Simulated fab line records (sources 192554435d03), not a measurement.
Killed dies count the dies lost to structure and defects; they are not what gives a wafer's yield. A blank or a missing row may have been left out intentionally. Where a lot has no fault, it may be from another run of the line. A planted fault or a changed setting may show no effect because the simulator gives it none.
Which tool is to blame? -- flow n5-finfet -- 33 wafers sampled from 11 lots at 1 step of a route of 1938

== WHAT THE GAUGES READ, wafer by wafer ==
N5_BEOL_M0_SAQP_INSPECT_42: inspects for defects (brightfield).
lot,measured,on,raw-defect-count
L077,day 6 11:20,defect-inspect-02,177 218 239
L079,day 7 01:45,defect-inspect-02,203 227 230
L081,day 7 12:11,defect-inspect-01,297 330 245
L083,day 8 03:48,defect-inspect-01,319 296 368
L085,day 8 17:36,defect-inspect-01,261 384 259
L087,day 9 00:32,defect-inspect-01,313 378 337
L089,day 9 14:52,defect-inspect-01,417 284 286
L091,day 10 00:20,defect-inspect-01,307 267 300
L093,day 10 14:13,defect-inspect-01,268 255 221
L095,day 10 20:27,defect-inspect-01,346 508 495
L097,day 11 07:11,defect-inspect-02,292 312 324

== EACH LOT AND THE TOOL THAT RAN IT (in order: tool; ch and the chambers of the sampled wafers; start) ==
Record: no process step prior to these readings.

== THE ANSWER, worked out from the rows above alone ==
Rule: what is usual is taken from the lots themselves. Put in order of their means at a reading, lots are off if they are a third of the lots or fewer, leave a main group of 4 or more, and stand apart from it by a gap of 3 or more times the standard deviation of the main group's means; of several such gaps the widest counts. If all means in a main group match to the digits the tables above print for the reading, that group is not used. A lot without any number at a reading at which 4 lots or more have one is off too. Where the step has rows for the other lots, those lots are counted as sound.
None of the lots is off at any reading shown; this tells nothing.

== WHAT HAD BEEN PUT IN BY THE SIMULATOR ==
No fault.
